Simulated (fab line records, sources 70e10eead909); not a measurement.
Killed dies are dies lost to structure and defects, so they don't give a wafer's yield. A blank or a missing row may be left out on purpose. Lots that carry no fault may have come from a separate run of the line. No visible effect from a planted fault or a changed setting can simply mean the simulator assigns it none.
fab line records    flow nand-harc
record lots=4  wafers=12  last-day=32
route steps=1302 shown A_CHANNEL_HOLE_D2@570 END@1301
lots that met no fault: from a run of the same line without faults
start-h: start of the lot's first displayed wafer, in hours after the record's first day    wait-h: hours since the lot's step before    " same as the row above    L1.1+2: several wafers, shown together as one row    - value missing, or start not given    * or withheld: withheld    < > ~ a bound
route shown NAME@n: a module of which the file shows steps, and the number in the route of the first    usual: the fault-free wafers' mean and standard deviation    same: alike in all rows    chamber/n: place in a boat    sites: the reading at each site    _std_site: the values' standard deviation    _edge_site: inner sites' mean taken away from outer sites' mean    radius-mm: for every site, how far away it sits from the centre of the wafer    mask NAME#n: copy n    behind: the most recent tool/chamber to have shaped the wafer    hold: cause of the lot's hold/its duration in hours/its outcome    device: the n, p or np transistor that did not switch    end of line: the route-end tests of the same wafers    for a step that has no rows: nothing shown but its recipe    killed: count of dies lost to structure and defects at first sort (not the wafer's yield)    map: shows each die of a wafer: x if killed, . if not, _ if none is there
set.NAME: the run value of the setting; set.NAME@STEP: its run value at that earlier step    model.NAME: the simulator's own value behind a step, which no gauge read
certain route steps with their lots: each step a table, each wafer a row
services: from which hour (start-h, from the record's first day; less than 0 if before it) a tool's chamber was out of use, for how many hours, and why
## steps
# step NHARC_A_CHANNEL_HOLE_D2_DEP_00
# recipe target-thk-a=31000  temp-c=400  material=aC
# step NHARC_A_CHANNEL_HOLE_D2_DEP_01
# recipe target-thk-a=1400  target-thk-nm=140  temp-c=400  pressure-torr=3.5  flow-sccm=200  rf-w=350  material=SiON
# step NHARC_A_CHANNEL_HOLE_D2_DEHYDRATE_02
# recipe temp-c=150  time-s=120
# step NHARC_A_CHANNEL_HOLE_D2_HMDS_03
# recipe time-s=30
# step NHARC_A_CHANNEL_HOLE_D2_COAT_36
# recipe temp-c=260  time-s=75
# step NHARC_A_CHANNEL_HOLE_D2_COAT_37
# recipe temp-c=225  time-s=65
# step NHARC_A_CHANNEL_HOLE_D2_COAT_04
# recipe spin-rpm=1500  resist-thk-nm=90
# step NHARC_A_CHANNEL_HOLE_D2_SOFTBAKE_05
# recipe temp-c=105  time-s=55
# step NHARC_A_CHANNEL_HOLE_D2_EBR_06
# step NHARC_A_CHANNEL_HOLE_D2_EXPOSE_07
# recipe na=1.35  target-cd-nm=100  sigma-outer=0.3  dose-mj=59.65  mask-id=HOLE_D2
# usual exposure-dose-mJ-cm2=59.73/0.17
# same na=1.35
lot.wafer  tool             chamber  start-h  wait-h  mask       exposure-dose-mJ-cm2
L254.1     arfi-scanner-02  0        344.09   -       HOLE_D2#0  59.57
L254.2     "                0        "        "       HOLE_D2#0  59.58
L254.3     "                0        "        "       HOLE_D2#0  59.67
L264.1     arfi-scanner-02  0        440.88   -       HOLE_D2#0  43.08
L264.2     "                0        "        "       HOLE_D2#0  43.04
L264.6     "                0        "        "       HOLE_D2#0  43.09
L266.2     arfi-scanner-02  0        463.68   -       HOLE_D2#0  46.47
L266.3     "                0        "        "       HOLE_D2#0  46.45
L266.5     "                0        "        "       HOLE_D2#0  46.40
L271.1     arfi-scanner-03  0        504.63   -       HOLE_D2#0  59.59
L271.2     "                0        "        "       HOLE_D2#0  59.53
L271.5     "                0        "        "       HOLE_D2#0  59.59
# step NHARC_A_CHANNEL_HOLE_D2_PEB_08
# recipe peb-temp-c=100  peb-time-s=65
# step NHARC_A_CHANNEL_HOLE_D2_DEVELOP_09
# recipe develop-time-s=35  dev-temp-c=23
# step NHARC_A_CHANNEL_HOLE_D2_CD_MEAS_10
# recipe target-cd-nm=100  landing-energy-ev=500
# usual cd-nm=100.1/0.44
lot.wafer  tool       chamber  start-h  wait-h  cd-nm
L254.1     cd-sem-03  0        344.23   -       99.9
L254.2     "          0        "        "       99.6
L254.3     "          0        "        "       100.1
L264.1     cd-sem-01  0        441.02   -       85.0
L264.2     "          0        "        "       84.9
L264.6     "          0        "        "       85.2
L266.2     cd-sem-03  0        463.82   -       88.3
L266.3     "          0        "        "       88.1
L266.5     "          0        "        "       88.6
L271.1     cd-sem-01  0        504.77   -       101.0
L271.2     "          0        "        "       100.6
L271.5     "          0        "        "       101.3
# step NHARC_A_CHANNEL_HOLE_D2_DESCUM_15
# recipe time-s=3  o2-flow-sccm=200  ar-flow-sccm=0  bias-power-w=0  chemistry=O2
# usual drypump-motor-current-A=5.7/0.32  mfc-ar-sccm=0.013/0.012  oes-product-au=1.002/0.01  rf-vpp-V=57.9/0.85  showerhead-plenum-p-Torr=1.94/0.097  throttle-valve-pct=11.311/0.0097
lot.wafer  tool         chamber  start-h  wait-h  drypump-motor-current-A  mfc-ar-sccm  oes-product-au  rf-hours-counter-h  rf-vpp-V  showerhead-plenum-p-Torr  throttle-valve-pct  model.A_CHANNEL_HOLE_D2.cd-nm
L254.1     rie-diel-04  3        344.42   0.1     6.1                      0            1.010           9                   56.6      1.97                      11.296              100.2
L254.3     "            0        "        "       6.2                      0.007        1.012           8                   57.1      1.93                      11.298              100.1
L254.2     "            1        "        "       5.8                      0.020        1.002           7                   57.6      2.02                      11.314              99.88
L264.2     rie-diel-03  2        441.20   0.1     5.9                      0.033        1.014           10                  56.7      1.79                      11.306              84.04
L264.1     "            1        "        "       5.2                      0.035        0.991           9                   59.1      1.84                      11.306              84.49
L264.6     "            0        "        "       5.9                      0.007        1.007           -                   57.6      2.00                      11.295              85.03
L266.2     rie-diel-13  0        464.00   0.1     5.8                      0            0.999           7                   57.0      1.78                      11.306              87.69
L266.3     "            2        "        "       5.6                      0            0.999           7                   58.1      2.03                      11.322              87.55
L266.5     "            1        "        "       5.3                      0.023        0.978           -                   58.5      1.98                      11.308              88.67
L271.1     rie-diel-04  1        504.98   0.1     5.9                      0.020        0.994           8                   59.0      2.02                      11.320              100.5
L271.2     "            2        "        "       5.4                      0.014        1.003           8                   57.2      1.88                      11.309              100.9
L271.5     "            0        "        "       6.2                      0.007        1.005           -                   58.6      1.93                      11.296              101.6
# step NHARC_A_CHANNEL_HOLE_D2_ETCH_38
# recipe target-depth-a=390  over-etch-frac=0.3  time-s=65  ion-energy-ev=80  cf4-flow-sccm=150  ar-flow-sccm=0  rf-w=300  bias-w=100  chemistry=CF4
# step NHARC_A_CHANNEL_HOLE_D2_ETCH_39
# recipe target-depth-a=2600  over-etch-frac=0.3  time-s=325  ion-energy-ev=200  n2-flow-sccm=150  h2-flow-sccm=150  ar-flow-sccm=0  rf-w=400  bias-w=150  chemistry=N2/H2
# step NHARC_A_CHANNEL_HOLE_D2_ETCH_34
# recipe target-depth-a=1540  time-s=77  cf4-flow-sccm=100  chf3-flow-sccm=30  ar-flow-sccm=0  rf-w=500  bias-w=200  chemistry=CF4/CHF3
# step NHARC_A_CHANNEL_HOLE_D2_ETCH_16
# recipe target-depth-a=31000  over-etch-frac=0.3  time-s=806  ion-energy-ev=150  o2-flow-sccm=400  cos-flow-sccm=20  ar-flow-sccm=0  rf-w=500  bias-w=300  chemistry=O2/COS
# step NHARC_A_CHANNEL_HOLE_D2_CD_MEAS_18
# usual cd-nm=99.5/2.1
lot.wafer  tool       chamber  start-h  wait-h  cd-nm
L254.1     cd-sem-01  -        345.53   -       98.8
L254.2     "          -        "        "       99.5
L254.3     "          -        "        "       97.1
L264.1     cd-sem-01  -        442.51   -       85.5
L264.2     "          -        "        "       86.2
L264.6     "          -        "        "       85.9
L266.2     cd-sem-01  -        465.11   -       88.1
L266.3     "          -        "        "       88.3
L266.5     "          -        "        "       88.2
L271.1     cd-sem-01  -        506.06   -       99.4
L271.2     "          -        "        "       100.5
L271.5     "          -        "        "       101.1
# step NHARC_A_CHANNEL_HOLE_D2_ETCH_19
# recipe bias-v=1200  source-w=2500  pressure-mtorr=15  time-s=34.5  ar-flow-sccm=375  c4f8-flow-sccm=28.8  o2-flow-sccm=96.2  temp-c=-20  target-depth-a=*  chemistry=C4F8/O2/Ar
# step NHARC_A_CHANNEL_HOLE_D2_ETCH_20
# recipe bias-v=3000  source-w=withheld  pressure-mtorr=20  time-s=361.9  ar-flow-sccm=375  c4f8-flow-sccm=89.3  o2-flow-sccm=35.7  temp-c=-20  target-depth-a=16000  chemistry=C4F8/O2/Ar
# step NHARC_A_CHANNEL_HOLE_D2_ETCH_21
# recipe bias-v=3000  source-w=withheld  pressure-mtorr=20  time-s=514.3  ar-flow-sccm=375  c4f8-flow-sccm=89.3  o2-flow-sccm=35.7  temp-c=-20  target-depth-a=16000  chemistry=C4F8/O2/Ar
# step NHARC_A_CHANNEL_HOLE_D2_ETCH_22
# recipe bias-v=3000  source-w=withheld  pressure-mtorr=20  time-s=666.7  ar-flow-sccm=375  c4f8-flow-sccm=89.3  o2-flow-sccm=35.7  temp-c=-20  target-depth-a=16000  chemistry=C4F8/O2/Ar
# step NHARC_A_CHANNEL_HOLE_D2_ETCH_23
# recipe bias-v=5000  source-w=withheld  pressure-mtorr=20  time-s=819  ar-flow-sccm=375  c4f8-flow-sccm=89.3  o2-flow-sccm=35.7  temp-c=-20  target-depth-a=16000  chemistry=C4F8/O2/Ar
# step NHARC_A_CHANNEL_HOLE_D2_ETCH_24
# recipe bias-v=5000  source-w=withheld  pressure-mtorr=20  time-s=906.2  ar-flow-sccm=375  c4f8-flow-sccm=93.8  o2-flow-sccm=31.2  temp-c=-20  target-depth-a=15000  chemistry=C4F8/O2/Ar
# step NHARC_A_CHANNEL_HOLE_D2_ETCH_25
# recipe bias-v=5000  source-w=withheld  pressure-mtorr=20  time-s=1040.2  ar-flow-sccm=375  c4f8-flow-sccm=93.8  o2-flow-sccm=31.2  temp-c=-20  target-depth-a=15000  chemistry=C4F8/O2/Ar
# step NHARC_A_CHANNEL_HOLE_D2_ETCH_26
# recipe bias-v=300  source-w=2000  pressure-mtorr=30  time-s=224.1  ar-flow-sccm=375  c4f8-flow-sccm=11.4  o2-flow-sccm=113.6  temp-c=-20  target-depth-a=3000  chemistry=C4F8/O2/Ar
# step NHARC_A_CHANNEL_HOLE_D2_ETCH_27
# recipe bias-v=400  source-w=2000  pressure-mtorr=25  time-s=90  ar-flow-sccm=375  c4f8-flow-sccm=41.7  o2-flow-sccm=83.3  temp-c=-20  target-depth-a=4000  chemistry=C4F8/O2/Ar
# step NHARC_A_CHANNEL_HOLE_D2_STRIP_41
# recipe n2-flow-sccm=150  h2-flow-sccm=150  ar-flow-sccm=0  bias-w=0  chemistry=N2/H2
# step NHARC_A_CHANNEL_HOLE_D2_STRIP_42
# recipe cf4-flow-sccm=100  chf3-flow-sccm=30  ar-flow-sccm=0  bias-w=0  chemistry=CF4/CHF3
# step NHARC_A_CHANNEL_HOLE_D2_STRIP_43
# recipe o2-flow-sccm=400  cos-flow-sccm=20  ar-flow-sccm=0  bias-w=0  chemistry=O2/COS
# step NHARC_A_CHANNEL_HOLE_D2_ETCH_44
# recipe target-depth-a=1400  overetch-a=140  time-s=77  ion-energy-ev=100  cf4-flow-sccm=80  o2-flow-sccm=20  ar-flow-sccm=0  rf-w=300  bias-w=100  chemistry=CF4/O2
# usual drypump-motor-current-A=5.7/0.31  mfc-ar-sccm=0.012/0.011  oes_ar_750_au=1.000/0.0046  oes-product-au=0.999/0.01  rf-fwd-power-W=297.5/1  rf-vpp-V=198.3/1.4  showerhead-plenum-p-Torr=1.36/0.063  throttle-valve-pct=13.396/0.0091
lot.wafer  tool         chamber  start-h  wait-h  drypump-motor-current-A  mfc-ar-sccm  oes_ar_750_au  oes-product-au  rf-fwd-power-W  rf-hours-counter-h  rf-vpp-V  showerhead-plenum-p-Torr  throttle-valve-pct  model.A_CHANNEL_HOLE_D2.cd-nm
L254.3     rie-diel-13  3        353.04   0.1     6.0                      0.022        0.998          1.014           297.3           0                   199.2     1.42                      13.405              87.99
L254.2     "            0        "        "       5.8                      0            1.000          1.001           298.6           0                   195.6     1.25                      13.399              88.76
L254.1     "            1        "        "       5.2                      0.023        1.009          0.991           295.0           0                   199.2     1.38                      13.391              89.87
L264.1     rie-diel-13  2        447.30   0.1     5.6                      0            0.996          1.001           297.1           6                   200.1     1.41                      13.406              74.12
L264.2     "            3        "        "       6.0                      0.022        1.007          1.007           299.0           6                   199.7     1.42                      13.399              73.18
L264.6     "            3        "        "       6.0                      0.022        1.004          1.001           298.5           -                   198.7     1.42                      13.389              75.05
L266.2     rie-diel-04  1        469.90   0.1     5.8                      0.020        1.005          0.984           298.2           6                   199.2     1.41                      13.407              80.18
L266.3     "            3        "        "       6.1                      0            1.007          1.001           298.2           5                   198.4     1.38                      13.403              78.57
L266.5     "            1        "        "       5.8                      0.020        1.004          0.996           298.0           -                   198.4     1.41                      13.389              79.63
L271.1     rie-diel-13  1        510.87   0.1     5.3                      0.023        1.002          0.990           295.3           11                  200.5     1.38                      13.396              92.82
L271.2     "            3        "        "       6.1                      0.022        0.995          1.021           296.1           10                  199.9     1.42                      13.403              89.63
L271.5     "            1        "        "       5.2                      0.023        1.005          0.986           296.4           -                   198.2     1.38                      13.402              91.84
# step NHARC_A_CHANNEL_HOLE_D2_STRIP_28
# recipe o2-flow-sccm=500  ar-flow-sccm=0  bias-w=0  chemistry=O2
# step NHARC_A_CHANNEL_HOLE_D2_PRECLEAN_29
# recipe time-s=*  temp-c=50  bath-age-min=0  chemistry=SC1
# step NHARC_A_CHANNEL_HOLE_D2_SRD_30
# step NHARC_A_CHANNEL_HOLE_D2_CD_MEAS_31
# usual cd-nm=90.0/1.2
lot.wafer  tool       chamber  start-h  wait-h  cd-nm
L254.1     cd-sem-02  -        353.96   -       90.6
L254.2     "          -        "        "       89.0
L254.3     "          -        "        "       88.4
L264.1     cd-sem-03  -        448.10   -       74.8
L264.2     "          -        "        "       74.0
L264.6     "          -        "        "       75.8
L266.2     cd-sem-01  -        470.69   -       79.5
L266.3     "          -        "        "       77.5
L266.5     "          -        "        "       79.4
L271.1     cd-sem-03  -        511.66   -       92.5
L271.2     "          -        "        "       90.1
L271.5     "          -        "        "       91.6
# step NHARC_A_CHANNEL_HOLE_D2_XSEM_32
# recipe landing-energy-ev=35000
# usual bot-cd-nm=74.5/1.3  bow-nm=8.59/0.28  tilt-deg=0.06/0.043
lot.wafer  tool     chamber  start-h  wait-h  bot-cd-nm  bow-nm  tilt-deg
L254.1     xsem-02  0        354.05   0.1     74.3       8.30    0.07
L254.2     "        0        "        "       73.0       8.21    0.06
L254.3     "        0        "        "       72.4       8.23    0.07
L264.1     xsem-02  0        448.19   0.1     58.1       8.64    0.04
L264.2     "        0        "        "       57.6       8.68    0.05
L264.6     "        0        "        "       59.9       8.60    0.04
L266.2     xsem-01  0        470.78   0.1     64.8       8.68    0.05
L266.3     "        0        "        "       62.8       8.49    0.05
L266.5     "        0        "        "       63.8       8.59    0.05
L271.1     xsem-01  0        511.74   0.1     76.7       8.63    0.05
L271.2     "        0        "        "       75.3       8.69    0.04
L271.5     "        0        "        "       77.0       8.63    0.05
# step NHARC_END_WLT_00
# usual VT_DECK1_BOTTOM=0.868/0.008  VT_DECK1_BOTTOM_INNER=0.868/0.008  VT_DECK1_MEDIAN_NEAR_BOTTOM=0.869/0.0079  VT_DECK1_MEDIAN_NEAR_BOTTOM_INNER=0.868/0.0084  VT_DECK1_MIDDLE=0.881/0.0075  VT_DECK1_MIDDLE_INNER=0.881/0.0072  VT_DECK1_TOP=0.893/0.0077  VT_DECK1_TOP_INNER=0.893/0.0074  VT_DECK2_BOTTOM=0.869/0.0084  VT_DECK2_BOTTOM_INNER=0.871/0.0076  VT_DECK2_MEDIAN_NEAR_BOTTOM=0.871/0.0085  VT_DECK2_MEDIAN_NEAR_BOTTOM_INNER=0.871/0.008  VT_DECK2_MIDDLE=0.884/0.0075  VT_DECK2_MIDDLE_INNER=0.884/0.0075  VT_DECK2_TOP=0.895/0.0074  VT_DECK2_TOP_INNER=0.895/0.0077
lot.wafer  tool       chamber  start-h  wait-h  VT_DECK1_BOTTOM  VT_DECK1_BOTTOM_INNER  VT_DECK1_MEDIAN_NEAR_BOTTOM  VT_DECK1_MEDIAN_NEAR_BOTTOM_INNER  VT_DECK1_MIDDLE  VT_DECK1_MIDDLE_INNER  VT_DECK1_TOP  VT_DECK1_TOP_INNER  VT_DECK2_BOTTOM  VT_DECK2_BOTTOM_INNER  VT_DECK2_MEDIAN_NEAR_BOTTOM  VT_DECK2_MEDIAN_NEAR_BOTTOM_INNER  VT_DECK2_MIDDLE  VT_DECK2_MIDDLE_INNER  VT_DECK2_TOP  VT_DECK2_TOP_INNER
L254.1     prober-02  -        617.49   0.1     0.871            0.860                  0.869                        0.865                              0.875            0.875                  0.893         0.888               0.870            0.886                  0.871                        0.869                              0.886            0.881                  0.900         0.890
L254.2     "          -        "        "       0.871            0.866                  0.863                        0.872                              0.877            0.882                  0.892         0.888               0.864            0.871                  0.871                        0.873                              0.882            0.884                  0.892         0.895
L254.3     "          -        "        "       0.872            0.867                  0.878                        0.879                              0.883            0.884                  0.893         0.894               0.864            0.869                  0.861                        0.873                              0.879            0.892                  0.896         0.899
L264.1     prober-01  -        707.18   0.0     0.871            0.863                  0.868                        0.872                              0.885            0.890                  0.894         0.903               0.805            0.817                  0.811                        0.817                              0.834            0.834                  0.852         0.852
L264.2     "          -        "        "       0.862            0.869                  0.857                        0.866                              0.878            0.871                  0.890         0.898               0.806            0.819                  0.818                        0.807                              0.835            0.838                  0.851         0.857
L264.6     "          -        709.69   2.5     0.868            0.876                  0.873                        0.866                              0.874            0.882                  0.905         0.895               0.813            0.819                  0.826                        0.823                              0.828            0.835                  0.857         0.855
L266.2     prober-02  -        730.70   0.6     0.854            0.860                  0.869                        0.861                              0.880            0.875                  0.879         0.880               0.838            0.842                  0.830                        0.835                              0.853            0.852                  0.865         0.874
L266.3     "          -        "        "       0.867            0.864                  0.866                        0.865                              0.876            0.883                  0.887         0.890               0.827            0.836                  0.825                        0.832                              0.847            0.848                  0.864         0.869
L266.5     "          -        732.20   2.0     0.857            0.866                  0.862                        0.867                              0.874            0.873                  0.887         0.896               0.841            0.840                  0.834                        0.838                              0.851            0.855                  0.868         0.864
L271.1     prober-01  -        769.68   0.7     0.868            0.864                  0.864                        0.860                              0.875            0.877                  0.890         0.897               0.880            0.875                  0.879                        0.874                              0.892            0.879                  0.899         0.892
L271.2     "          -        "        "       0.870            0.867                  0.862                        0.871                              0.877            0.878                  0.885         0.891               0.862            0.870                  0.875                        0.868                              0.881            0.890                  0.897         0.894
L271.5     "          -        771.67   2.7     0.872            0.860                  0.875                        0.869                              0.879            0.886                  0.888         0.893               0.875            0.877                  0.876                        0.872                              0.887            0.897                  0.896         0.895
## services
tool             chamber  start-h  hours  kind
rie-diel-13      0        321.44   -      clean
rie-diel-13      1        321.44   -      clean
rie-diel-13      2        321.44   -      clean
rie-diel-13      3        321.44   -      clean
arfi-scanner-02  -        329.42   4.0    pm
rie-diel-03      3        331.06   2.2    repair
rie-diel-13      -        342.26   9.0    pm
rie-diel-04      -        354.90   9.0    pm
arfi-scanner-03  -        368.00   4.0    pm
xsem-01          -        374.00   14.0   pm
arfi-scanner-03  -        386.96   2.0    repair
arfi-scanner-02  -        395.04   0.3    repair
rie-diel-03      1        397.68   13.4   repair
rie-diel-04      0        422.95   21.2   repair
arfi-scanner-02  -        428.53   0.6    repair
rie-diel-03      3        434.42   11.8   repair
arfi-scanner-02  -        439.04   1.5    repair
rie-diel-03      -        458.30   9.0    pm
rie-diel-13      3        482.03   2.2    repair
arfi-scanner-02  -        490.21   0.3    repair
arfi-scanner-03  -        491.17   1.6    repair
rie-diel-13      2        492.94   17.1   repair
arfi-scanner-02  -        501.42   4.0    pm
arfi-scanner-02  -        508.91   5.4    repair
## key
first-sign step=NHARC_A_CHANNEL_HOLE_D2_EXPOSE_07  reading=exposure-dose-mJ-cm2  direction=down  sigmas=88  usual=59.73  struck=44.76
effect step=NHARC_A_CHANNEL_HOLE_D2_CD_MEAS_10  reading=cd-nm  direction=down  sigmas=31  usual=100.1  struck=86.7  through=control-loop
effect step=NHARC_A_CHANNEL_HOLE_D2_CD_MEAS_18  reading=cd-nm  direction=down  sigmas=5.9  usual=99.5  struck=87.0  through=control-loop
effect step=NHARC_A_CHANNEL_HOLE_D2_CD_MEAS_31  reading=cd-nm  direction=down  sigmas=11  usual=90.0  struck=76.8  through=control-loop
effect step=NHARC_A_CHANNEL_HOLE_D2_XSEM_32  reading=bot-cd-nm  direction=down  sigmas=10  usual=74.5  struck=61.2  through=control-loop
effect step=NHARC_END_WLT_00  reading=VT_DECK2_MIDDLE  direction=down  sigmas=5.7  usual=0.884  struck=0.841
model-effect step=NHARC_A_CHANNEL_HOLE_D2_DESCUM_15  value=A_CHANNEL_HOLE_D2.cd-nm  without=100.1  struck=86.25
model-effect step=NHARC_A_CHANNEL_HOLE_D2_ETCH_44  value=A_CHANNEL_HOLE_D2.cd-nm  without=90.6  struck=76.79
met-at NHARC_A_CHANNEL_HOLE_D2_EXPOSE_07
struck-wafers L264.1,L264.2,L264.6,L266.2,L266.3,L266.5
sort-left-out L264.1,L264.2,L264.6,L266.2,L266.3,L266.5
tester-left-out L264,L266
loop-trim step=NHARC_A_CHANNEL_HOLE_D2_EXPOSE_07  setting=dose  lots=L266
onset-between 344.09 440.88
fault kind=process-parameter-drift  tool=arfi-scanner-02  chamber=-  onset-h=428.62  steps=NHARC_A_CHANNEL_HOLE_D2_EXPOSE_07  channel=dose-mj  offset=-16.551  shape=step  acts-in=these-recipes-only  stated=59.65
# tester-left-out: of these lots the tester's yield and bins aren't shown, on N5 and GAA mostly nor the transistor test; their killed dies are dies lost to structure and defects alone, not to doping, threshold or leakage, so they don't give the yield
# sort-left-out: the simulated sort isn't trusted on such a fault, so these wafers' sort isn't shown, and their yield isn't known
# loop-trim: a control loop set the setting to another value than it would have without faults
